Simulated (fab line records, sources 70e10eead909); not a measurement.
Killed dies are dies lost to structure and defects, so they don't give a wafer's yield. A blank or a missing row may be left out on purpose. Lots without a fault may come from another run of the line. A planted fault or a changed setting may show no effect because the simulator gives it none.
Which tool did it? | flow nand_harc | 13 lots, 39 wafers sampled, at 6 steps of a route of 1302

WHAT THE GAUGES READ, wafer by wafer
NHARC_P_STI_CD_MEAS_09: target cd 200 nm.
lot  | measured     | on        | cd_nm (nm)
L526 | day 3 08:04  | cd_sem-02 | 201.9 200.1 203.5
L527 | day 3 17:28  | cd_sem-03 | 200.7 201.8 201.1
L528 | day 4 02:53  | cd_sem-01 | 199.4 198.4 201.9
L530 | day 4 23:49  | cd_sem-01 | 193.6 201.0 200.6
L531 | day 5 09:19  | cd_sem-02 | 199.6 197.1 200.6
L532 | day 5 17:56  | cd_sem-03 | 199.1 199.8 201.0
L542 | day 10 01:45 | cd_sem-03 | 199.3 201.1 196.9
L543 | day 10 10:44 | cd_sem-01 | 199.9 200.5 197.2
L544 | day 10 21:38 | cd_sem-02 | 196.6 196.4 201.3
L545 | day 11 04:57 | cd_sem-01 | 196.2 203.6 200.6
L546 | day 11 13:01 | cd_sem-03 | 202.1 201.0 201.9
L547 | day 12 02:55 | cd_sem-03 | 202.5 201.8 201.0
L548 | day 12 10:23 | cd_sem-03 | 202.7 203.6 201.3

NHARC_P_GATE_CD_MEAS_26: target cd 120 nm.
lot  | measured     | on        | cd_nm (nm)
L526 | day 5 09:34  | cd_sem-03 | 120.2 119.8 120.3
L527 | day 5 22:58  | cd_sem-01 | 120.2 120.3 120.6
L528 | day 6 17:22  | cd_sem-01 | 120.5 119.6 119.7
L530 | day 7 02:54  | cd_sem-01 | 121.3 119.2 121.0
L531 | day 7 14:43  | cd_sem-01 | 90.0 89.0 90.0
L532 | day 7 19:12  | cd_sem-03 | 119.9 119.6 119.6
L542 | day 12 14:07 | cd_sem-01 | 122.2 121.9 120.8
L543 | day 12 22:19 | cd_sem-02 | 120.0 120.7 118.5
L544 | day 13 04:35 | cd_sem-01 | 120.2 119.9 118.6
L545 | day 13 08:46 | cd_sem-02 | 120.2 120.1 120.3
L546 | day 13 20:20 | cd_sem-01 | 119.8 120.6 120.4
L547 | day 14 05:51 | cd_sem-01 | 119.2 120.8 120.8
L548 | day 14 10:49 | cd_sem-03 | 119.6 119.7 121.5

NHARC_P_GATE_CD_MEAS_33.
lot  | measured     | on        | cd_nm (nm)
L526 | day 5 10:34  | cd_sem-01 | 120 117 119
L527 | day 5 23:57  | cd_sem-02 | 122 121 119
L528 | day 6 18:21  | cd_sem-01 | 121 123 118
L530 | day 7 03:57  | cd_sem-01 | 121 119 121
L531 | day 7 15:42  | cd_sem-02 | 94 86 93
L532 | day 7 20:11  | cd_sem-02 | 121 121 122
L542 | day 12 15:07 | cd_sem-03 | 130 122 127
L543 | day 12 23:17 | cd_sem-01 | 116 113 120
L544 | day 13 05:54 | cd_sem-02 | 130 124 126
L545 | day 13 09:47 | cd_sem-01 | 118 114 119
L546 | day 13 21:19 | cd_sem-02 | 115 121 118
L547 | day 14 06:54 | cd_sem-03 | 117 120 117
L548 | day 14 11:47 | cd_sem-01 | 120 121 123

WHICH TOOL RAN EACH LOT (tool, then ch and the chambers of the sampled wafers, then the start)
lot  | NHARC_P_STI_CMP_21            | NHARC_P_GATE_EXPOSE_23             | NHARC_P_GATE_ETCH_32
L526 | cmp-01 ch 0,2, day 4 02:32    | arfi_scanner-03 ch 0, day 5 09:25  | rie_si-04 ch 0,2,3, day 5 10:13
L527 | cmp-03 ch 0,1,2, day 4 12:35  | arfi_scanner-01 ch 0, day 5 22:50  | rie_si-04 ch 0,1,3, day 5 23:37
L528 | cmp-03 ch 0,2, day 5 02:44    | arfi_scanner-02 ch 0, day 6 17:14  | rie_si-06 ch 1,2, day 6 18:01
L530 | cmp-01 ch 0,1,3, day 5 18:07  | arfi_scanner-02 ch 0, day 7 02:46  | rie_si-06 ch 0,1,3, day 7 03:37
L531 | cmp-03 ch 0,1,3, day 6 04:07  | arfi_scanner-02 ch 0, day 7 14:34  | rie_si-03 ch 2,3, day 7 15:22
L532 | cmp-01 ch 0,1,3, day 6 12:10  | arfi_scanner-02 ch 0, day 7 19:04  | rie_si-04 ch 0,2,3, day 7 19:51
L542 | cmp-01 ch 0,3, day 10 20:49   | arfi_scanner-02 ch 0, day 12 13:59 | rie_si-03 ch 0,1, day 12 14:46
L543 | cmp-02 ch 0,1,2, day 11 09:23 | arfi_scanner-02 ch 0, day 12 22:10 | rie_si-04 ch 0,2,3, day 12 22:58
L544 | cmp-03 ch 0,1,2, day 11 15:40 | arfi_scanner-01 ch 0, day 13 04:27 | rie_si-03 ch 1,2, day 13 05:32
L545 | cmp-01 ch 0,1,3, day 11 23:54 | arfi_scanner-01 ch 0, day 13 08:38 | rie_si-04 ch 1,2,3, day 13 09:28
L546 | cmp-01 ch 0,3, day 12 08:33   | arfi_scanner-01 ch 0, day 13 20:13 | rie_si-06 ch 0,2,3, day 13 21:01
L547 | cmp-02 ch 0,1,3, day 12 21:47 | arfi_scanner-01 ch 0, day 14 05:43 | rie_si-04 ch 0,1,2, day 14 06:32
L548 | cmp-03 ch 0,1,2, day 13 04:38 | arfi_scanner-02 ch 0, day 14 10:40 | rie_si-06 ch 0,1, day 14 11:27
- NHARC_P_STI_CMP_21: polishes, t overpolish 20 s, target thk 380.67 nm.
- NHARC_P_GATE_EXPOSE_23: exposes mask P GATE, target cd 120 nm.
- NHARC_P_GATE_ETCH_32: etches the open film in HBr/Cl2, target depth 150 nm, time 100.1 s.

WHAT THE TOOLS THEMSELVES READ (means of the sampled wafers that have a number; where no wafer has one, the mark that the record gives instead)
NHARC_P_STI_CMP_21.
lot  | tool   | motor_current_A (A) | overpolish_run_s (s) | slurry_filter_dp_kPa (kPa)
L526 | cmp-01 | 12.4                | 20.002               | 13.56
L527 | cmp-03 | 11.0                | 20.003               | 13.54
L528 | cmp-03 | 11.3                | 20.000               | 13.58
L530 | cmp-01 | 11.5                | 19.990               | 13.47
L531 | cmp-03 | 11.6                | 19.990               | 13.51
L532 | cmp-01 | 11.7                | 20.004               | 13.54
L542 | cmp-01 | 11.3                | 20.003               | 13.50
L543 | cmp-02 | 12.0                | 19.993               | 13.49
L544 | cmp-03 | 11.3                | 20.000               | 13.49
L545 | cmp-01 | 11.2                | 19.997               | 13.50
L546 | cmp-01 | 11.4                | 19.990               | 13.39
L547 | cmp-02 | 11.9                | 19.994               | 13.46
L548 | cmp-03 | 11.6                | 19.997               | 13.38

NHARC_P_GATE_ETCH_32.
lot  | tool      | drypump_motor_current_A (A) | hbr_flow_sccm (sccm) | oes_product_au (a.u.) | rf_fwd_power_W (W) | throttle_valve_pct (%)
L526 | rie_si-04 | 5.6                         | 150.3                | 0.992                 | 397.9              | 26.407
L527 | rie_si-04 | 5.3                         | 150.0                | 0.994                 | 397.0              | 26.415
L528 | rie_si-06 | 5.7                         | 150.3                | 1.000                 | 397.2              | 26.411
L530 | rie_si-06 | 5.9                         | 149.9                | 0.997                 | 398.5              | 26.409
L531 | rie_si-03 | 6.1                         | 150.5                | 0.990                 | 396.1              | 26.408
L532 | rie_si-04 | 5.6                         | 150.1                | 0.988                 | 398.0              | 26.412
L542 | rie_si-03 | 5.9                         | 150.3                | 0.990                 | 396.0              | 26.400
L543 | rie_si-04 | 5.6                         | 149.9                | 0.990                 | 396.8              | 26.409
L544 | rie_si-03 | 6.2                         | 149.7                | 0.981                 | 396.0              | 26.398
L545 | rie_si-04 | 5.6                         | 149.5                | 0.997                 | 397.2              | 26.404
L546 | rie_si-06 | 5.8                         | 149.8                | 0.998                 | 396.2              | 26.421
L547 | rie_si-04 | 5.6                         | 150.4                | 0.992                 | 397.5              | 26.399
L548 | rie_si-06 | 5.8                         | 149.5                | 1.006                 | 397.5              | 26.403

THE ANSWER, worked out from the rows above alone
Rule: what is usual is taken from the lots themselves. Put in order of their means at a reading, lots are off if they are a third of the lots or fewer, leave a main group of 4 or more, and stand apart from it by a gap of 3 or more times the standard deviation of the main group's means; of several such gaps the widest counts. A main group whose means are all the same, to the digits that the tables above print for the reading, isn't used. A lot without any number at a reading at which 4 lots or more have one is off too. The other lots that the step has rows for count as sound. The gauges are gone through in route order, then the tools' own readings, and for those a lot's mean is taken as printed above. The first step at which some lot is off is used, and at that step the reading that is off furthest; a lot without a number counts as furthest.
Off: L531, at NHARC_P_GATE_CD_MEAS_26 (cd_nm). The main group: mean 120.2 nm, standard deviation 0.51.
A tool fits if, at a process step before that reading, it ran every lot that is off, and no sound lot after the first of them. The gauges at NHARC_P_GATE_CD_MEAS_26 aren't tried: what is off there is off at NHARC_P_GATE_CD_MEAS_33 too, on other tools, and a gauge's error can't cause that. None of those tried fits.

WHAT THE SIMULATOR HAD PUT IN
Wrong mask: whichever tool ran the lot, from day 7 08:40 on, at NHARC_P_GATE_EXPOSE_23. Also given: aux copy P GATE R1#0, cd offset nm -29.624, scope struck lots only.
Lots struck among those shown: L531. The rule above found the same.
